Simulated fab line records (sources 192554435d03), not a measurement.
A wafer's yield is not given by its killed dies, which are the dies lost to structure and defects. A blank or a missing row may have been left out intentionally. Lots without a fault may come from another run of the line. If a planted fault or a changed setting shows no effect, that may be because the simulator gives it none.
Matching of chambers :: flow n5_finfet :: 4 sister chambers for N5_BEOL_M5_DESCUM_33 on rie_diel-03
The step chemistry O2, time 7 s. 18 wafers are shown with their chamber, then 9 later ones without.

## WAFERS PAIRED WITH THEIR CHAMBERS
wafer: L079.4
chamber: 3
showerhead_plenum_p_Torr (Torr): 2.00
drypump_motor_current_A (A): 5.7
throttle_valve_pct (%): 20.75

wafer: L079.5
chamber: 1
showerhead_plenum_p_Torr (Torr): 2.09
drypump_motor_current_A (A): 5.6
throttle_valve_pct (%): 20.47

wafer: L079.6
chamber: 2
showerhead_plenum_p_Torr (Torr): 2.17
drypump_motor_current_A (A): 5.2
throttle_valve_pct (%): 20.66

wafer: L081.2
chamber: 1
showerhead_plenum_p_Torr (Torr): 2.08
drypump_motor_current_A (A): 5.5
throttle_valve_pct (%): 20.49

wafer: L081.3
chamber: 3
showerhead_plenum_p_Torr (Torr): 1.99
drypump_motor_current_A (A): 5.7
throttle_valve_pct (%): 20.77

wafer: L081.5
chamber: 2
showerhead_plenum_p_Torr (Torr): 2.17
drypump_motor_current_A (A): 5.2
throttle_valve_pct (%): 20.69

wafer: L083.2
chamber: 0
showerhead_plenum_p_Torr (Torr): 1.94
drypump_motor_current_A (A): 5.7
throttle_valve_pct (%): 20.63

wafer: L083.3
chamber: 3
showerhead_plenum_p_Torr (Torr): 1.99
drypump_motor_current_A (A): 5.7
throttle_valve_pct (%): 20.77

wafer: L083.6
chamber: 2
showerhead_plenum_p_Torr (Torr): 2.17
drypump_motor_current_A (A): 5.1
throttle_valve_pct (%): 20.68

wafer: L084.1
chamber: 3
showerhead_plenum_p_Torr (Torr): 1.99
drypump_motor_current_A (A): 5.7
throttle_valve_pct (%): 20.79

wafer: L084.5
chamber: 1
showerhead_plenum_p_Torr (Torr): 2.08
drypump_motor_current_A (A): 5.6
throttle_valve_pct (%): 20.51

wafer: L084.6
chamber: 0
showerhead_plenum_p_Torr (Torr): 1.94
drypump_motor_current_A (A): 5.7
throttle_valve_pct (%): 20.63

wafer: L085.3
chamber: 0
showerhead_plenum_p_Torr (Torr): 1.94
drypump_motor_current_A (A): 5.7
throttle_valve_pct (%): 20.61

wafer: L085.4
chamber: 1
showerhead_plenum_p_Torr (Torr): 2.08
drypump_motor_current_A (A): 5.6
throttle_valve_pct (%): 20.51

wafer: L085.5
chamber: 0
showerhead_plenum_p_Torr (Torr): 1.94
drypump_motor_current_A (A): 5.7
throttle_valve_pct (%): 20.63

wafer: L087.3
chamber: 3
showerhead_plenum_p_Torr (Torr): 1.99
drypump_motor_current_A (A): 5.7
throttle_valve_pct (%): 20.78

wafer: L087.5
chamber: 2
showerhead_plenum_p_Torr (Torr): 2.16
drypump_motor_current_A (A): 5.2
throttle_valve_pct (%): 20.69

wafer: L087.6
chamber: 1
showerhead_plenum_p_Torr (Torr): 2.08
drypump_motor_current_A (A): 5.5
throttle_valve_pct (%): 20.52

SIGNATURES (averages over the wafers above)
reading: showerhead_plenum_p_Torr
chamber 0: 1.9400
chamber 1: 2.0820
chamber 2: 2.1675
chamber 3: 1.9920
scatter within a chamber: 0.0041

reading: drypump_motor_current_A
chamber 0: 5.700
chamber 1: 5.560
chamber 2: 5.175
chamber 3: 5.700
scatter within a chamber: 0.0373

reading: throttle_valve_pct
chamber 0: 20.6250
chamber 1: 20.5000
chamber 2: 20.6800
chamber 3: 20.7720
scatter within a chamber: 0.0155
Rule: for a wafer and a chamber, the distance is found by dividing, reading by reading, the gap between the wafer's reading and the chamber's mean by the reading's scatter, squaring, summing and taking the root. If the next closest chamber is less than 2 further off than the closest, the wafer can't be placed; otherwise it belongs to the closest. The scatter: the root of (the sum of the squares of (reading less its chamber's mean) over the shown wafers, divided by (wafers less chambers)).

## WAFERS MISSING THEIR CHAMBER
wafer: L091.1
showerhead_plenum_p_Torr (Torr): 2.16
drypump_motor_current_A (A): 5.2
throttle_valve_pct (%): 20.70

wafer: L091.3
showerhead_plenum_p_Torr (Torr): 1.99
drypump_motor_current_A (A): 5.7
throttle_valve_pct (%): 20.82

wafer: L091.4
showerhead_plenum_p_Torr (Torr): 2.08
drypump_motor_current_A (A): 5.6
throttle_valve_pct (%): 20.52

wafer: L092.1
showerhead_plenum_p_Torr (Torr): 2.16
drypump_motor_current_A (A): 5.2
throttle_valve_pct (%): 20.70

wafer: L092.3
showerhead_plenum_p_Torr (Torr): 1.98
drypump_motor_current_A (A): 5.7
throttle_valve_pct (%): 20.80

wafer: L092.6
showerhead_plenum_p_Torr (Torr): 1.93
drypump_motor_current_A (A): 5.7
throttle_valve_pct (%): 20.65

wafer: L095.1
showerhead_plenum_p_Torr (Torr): 1.93
drypump_motor_current_A (A): 5.7
throttle_valve_pct (%): 20.66

wafer: L095.2
showerhead_plenum_p_Torr (Torr): 1.98
drypump_motor_current_A (A): 5.7
throttle_valve_pct (%): 20.82

wafer: L095.5
showerhead_plenum_p_Torr (Torr): 2.07
drypump_motor_current_A (A): 5.6
throttle_valve_pct (%): 20.55

## WHICH CHAMBER EACH WENT THROUGH
wafer: L091.1
from the rows above: 2
in truth: 2

wafer: L091.3
from the rows above: 3
in truth: 3

wafer: L091.4
from the rows above: 1
in truth: 1

wafer: L092.1
from the rows above: 2
in truth: 2

wafer: L092.3
from the rows above: 3
in truth: 3

wafer: L092.6
from the rows above: 0
in truth: 0

wafer: L095.1
from the rows above: 0
in truth: 0

wafer: L095.2
from the rows above: 3
in truth: 3

wafer: L095.5
from the rows above: 1
in truth: 1
Placed correctly: 9 of 9. Number that these rows cannot place: 0. Number placed wrongly: 0.
